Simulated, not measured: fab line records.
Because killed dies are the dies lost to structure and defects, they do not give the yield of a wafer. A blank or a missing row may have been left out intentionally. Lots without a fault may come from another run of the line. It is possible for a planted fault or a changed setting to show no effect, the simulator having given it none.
Matching of chambers | flow nand harc | 4 sister chambers for NHARC_P_M1_STRIP_18 on rie diel-06
The step strips in N2/H2. 18 wafers are shown with their chamber, then 9 later ones without.

## EACH WAFER AND ITS CHAMBER
wafer  | chamber | showerhead plenum p Torr (Torr) | drypump motor current A (A) | rf fwd power W (W)
L075.1 | 1       | 2.11                            | 5.7                         | 1002
L075.3 | 3       | 2.02                            | 5.9                         | 992
L075.5 | 2       | 2.19                            | 5.1                         | 998
L077.1 | 3       | 2.02                            | 5.9                         | 988
L077.2 | 1       | 2.11                            | 5.7                         | 1002
L077.3 | 0       | 1.99                            | 5.3                         | 994
L079.1 | 2       | 2.18                            | 5.1                         | 993
L079.4 | 0       | 1.99                            | 5.2                         | 997
L079.6 | 3       | 2.02                            | 5.9                         | 993
L084.3 | 1       | 2.11                            | 5.7                         | 996
L084.4 | 3       | 2.02                            | 5.9                         | 995
L084.6 | 1       | 2.11                            | 5.7                         | 998
L086.1 | 3       | 2.02                            | 6.0                         | 989
L086.4 | 1       | 2.11                            | 5.7                         | 993
L086.5 | 0       | 1.99                            | 5.3                         | 998
L087.2 | 2       | 2.18                            | 5.1                         | 997
L087.3 | 0       | 1.99                            | 5.2                         | 996
L087.5 | 0       | 1.99                            | 5.3                         | 999

SIGNATURES (means of the wafers above)
reading                  | chamber 0 | chamber 1 | chamber 2 | chamber 3 | scatter within a chamber
showerhead plenum p Torr | 1.9900    | 2.1100    | 2.1833    | 2.0200    | 0.00218
drypump motor current A  | 5.260     | 5.700     | 5.100     | 5.920     | 0.0378
rf fwd power W           | 996.80    | 998.20    | 996.00    | 991.40    | 2.96
Rule: a wafer's distance from a chamber is the root of the sum, over the readings, of the square of ((its reading less the chamber's mean) divided by the reading's scatter). The wafer belongs to the nearest chamber; if the next one is less than 2 further off, it can't be placed. The scatter: take each reading less its chamber's mean, square it, sum over the shown wafers, divide by the number of wafers less the number of chambers, and take the root.

## WAFERS WITH NO CHAMBER GIVEN
wafer  | showerhead plenum p Torr (Torr) | drypump motor current A (A) | rf fwd power W (W)
L089.1 | 1.99                            | 5.3                         | 997
L089.2 | 2.11                            | 5.7                         | 994
L089.6 | 1.99                            | 5.3                         | 1001
L091.1 | 2.18                            | 5.1                         | 991
L091.3 | 2.11                            | 5.7                         | 1001
L091.4 | 2.02                            | 5.9                         | 992
L093.2 | 2.11                            | 5.8                         | 995
L093.4 | 2.02                            | 6.0                         | 993
L093.6 | 2.02                            | 5.9                         | 1001

## CHAMBER TAKEN BY EACH
wafer  | from the rows above | in truth
L089.1 | 0                   | 0
L089.2 | 1                   | 1
L089.6 | 0                   | 0
L091.1 | 2                   | 2
L091.3 | 1                   | 1
L091.4 | 3                   | 3
L093.2 | 1                   | 1
L093.4 | 3                   | 3
L093.6 | 3                   | 3
Correctly placed: 9 of 9. Left unplaced by these rows: 0. Wrongly placed: 0.
